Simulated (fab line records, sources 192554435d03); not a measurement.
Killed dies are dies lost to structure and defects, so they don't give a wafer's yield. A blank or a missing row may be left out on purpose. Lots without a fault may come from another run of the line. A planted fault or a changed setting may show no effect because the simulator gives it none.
A struck lot beside a sound one | flow n5_finfet | 38 steps out of a route of 1938
Sound: wafers L670.1, L670.2, L670.3. Struck: wafer L658.5. (L658.1, L658.2 of the same lot were not struck and are left out.) The cause comes at the end.
At each step with rows: each side's tool, then ch and its chambers, then its first start. Under that, the readings that differ: sound wafers | struck wafers | difference of the means | sigmas: that difference in standard deviations of wafers without a fault.
alike: readings whose means differ by less than 2 such deviations, and words and numbers that are the same on both sides. not compared: withheld readings, readings that some wafer has no value for, bounds like >300 that may hide the same value, and numbers for which the record gives no deviation and whose values overlap.
The two part at a step that has a row with sigmas, a row that says differs or no value, or rows on one side only. Numbers that don't overlap but have no deviation are shown without sigmas and don't part them. A reading that every wafer of one side lacks parts them only if that side has two wafers or more.

first, 9 steps without rows for these wafers: N5_BEOL_M4_ANNEAL_95 (time 240 s); N5_BEOL_M4_SPUTTER_96 (material Cu, target thk 4.5 nm, time 8.29 s); N5_BEOL_M4_ECD_50 (material Cu, target thk 300 nm); N5_BEOL_M4_ANNEAL_51 (time 90 s); N5_BEOL_M4_CMP_52 (polishes, stops on SiOC, t overpolish 6.8 s, target thk 40 nm); N5_BEOL_M4_PRE_CLEAN_60 (time 15 s); N5_BEOL_M4_CO_CAP_55 (material Co, precursor CCTBA/H2, target thk 2 nm, time 102.1 s); N5_BEOL_M4_PRE_CLEAN_56 (time 15 s); N5_BEOL_M4_DEP_57 (deposits SiCN from 3MS/NH3, target thk 8 nm, time 14 s).
N5_BEOL_M4_RC_MEAS_101:
  sound on prober-01 ch 0, day 14 03:24; struck on prober-01 ch 0, day 10 17:03
  alike: DIBL_N, DIBL_P, IOFF_N, IOFF_P, ION_N, ION_P, SS_N, SS_P, VT_N, VT_P
then, 24 steps without rows for these wafers: N5_BEOL_M5_ILD_DEP_00 (deposits SiCOH lowk from DEMS/porogen, target thk 140.64 nm, time 25.9 s); N5_BEOL_M5_CURE_79 (cures SiCOH lowk, time 240 s); N5_BEOL_M5_PECVD_70 (deposits SiO2 from TEOS/O2, target thk 16 nm, time 18 s); N5_BEOL_M5_HM_DEP_02 (deposits TiN, target thk 20 nm); N5_BEOL_M5_COAT_59 (time 60 s, resist thk 60 nm); N5_BEOL_M5_COAT_60 (time 60 s, resist thk 12 nm); N5_BEOL_M5_COAT_71 (time 60 s, resist thk 5 nm); N5_BEOL_M5_COAT_05 (resist thk 30 nm); N5_BEOL_M5_EBR_07; N5_BEOL_M5_SOFTBAKE_06 (time 60 s); N5_BEOL_M5_EXPOSE_08 (exposes mask M5, target cd 28 nm); N5_BEOL_M5_PEB_09 (peb time 60 s); N5_BEOL_M5_DEVELOP_10 (develop time 30 s); N5_BEOL_M5_DESCUM_16 (chemistry O2, time 7 s); N5_BEOL_M5_ETCH_72 (etches underlayer in N2/H2, target depth 6.5 nm, time 5.2 s); N5_BEOL_M5_ETCH_61 (etches SiARC in CF4, target depth 15.6 nm, time 26 s); N5_BEOL_M5_ETCH_62 (etches SOC in N2/H2, target depth 75 nm, overetch 15 nm, time 112.5 s); N5_BEOL_M5_STRIP_63 (strips in N2/H2); N5_BEOL_M5_STRIP_73 (strips in N2/H2); N5_BEOL_M5_STRIP_64 (strips in CF4); N5_BEOL_M5_HM_OPEN_17 (chemistry Cl2/BCl3, target TiN, target depth 20 nm, overetch 6 nm); N5_BEOL_M5_STRIP_19 (strips in O2); N5_BEOL_M5_COAT_65 (time 60 s, resist thk 60 nm); N5_BEOL_M5_COAT_66 (time 60 s, resist thk 12 nm).
N5_BEOL_M5_CMP_52: polishes, stops on SiCOH lowk, t overpolish 6.9 s, target thk 62 nm.
  sound on cmp-03 ch 0,2,3, day 14 14:34; struck on cmp-04 ch 2, day 11 04:48
  reading                      | sound             | struck | difference | sigmas
  barrier_field_endpoint_s (s) | 24.6 23.3 24.6    | 41.4   | +17.2      | +22
  overpolish_run_s (s)         | 6.901 6.903 6.913 | 0.041  | -6.865     | -99 or more
  time_to_endpoint_s (s)       | 61 61 64          | 81     | +19        | +4
  alike: motor_current_A
N5_BEOL_M5_THK_MEAS_53: measures by xrf.
  sound on film_metro-01, day 14 14:51; struck on film_metro-01, day 11 05:04
  reading     | sound          | struck | difference | sigmas
  M5_THK (nm) | 61.5 61.5 61.2 | 176.2  | +114.8     | +46
N5_BEOL_M5_INSPECT_58: inspects for defects (darkfield).
  sound on defect_inspect-02, day 14 15:17; struck on defect_inspect-02, day 11 05:20
  reading          | sound    | struck | difference | sigmas
  raw_defect_count | 61 83 47 | 1895   | +1831      | +76
-- the record jumps here: 4 days lie between the struck wafers' starts before and after (it left off in module BEOL_M5 and takes up again in module PASSIVATION, whose first step shown is number 1936 of the route) --
N5_PASSIVATION_PROBE_49:
  sound on prober-01, day 19 00:28; struck on prober-02, day 15 04:23
  reading                  | sound          | struck | difference | sigmas
  defect_limited_yield (%) | 91.3 89.0 93.4 | 0      | -91        | -65
  killed_at_M4_up          | 14 10 16       | 1105   | +1092      | +99 or more
  killed_dies              | 103 130 78     | 1180   | +1076      | +63
  killed_on_rim            | 14 20 9        | 152    | +138       | +35
  sort_n_pass              | 1077 1050 1100 | 0      | -1076      | -63
  sort_yield_pct (%)       | 91.3 89.0 93.2 | 0      | -91        | -61
  alike: killed_at_M0_to_M3, killed_at_contacts, killed_at_front_end, killed_at_other, killed_open, killed_short, sort_bin_4_leakage, sort_bin_5_function, sort_bin_6_memory

WHERE THEY PART
First at N5_BEOL_M5_CMP_52; last, within this record, at N5_PASSIVATION_PROBE_49.

WHY: what the simulator had put in
Process parameter drift: cmp-04, from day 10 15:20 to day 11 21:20, at N5_BEOL_M5_CMP_52. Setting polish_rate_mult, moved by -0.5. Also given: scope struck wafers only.
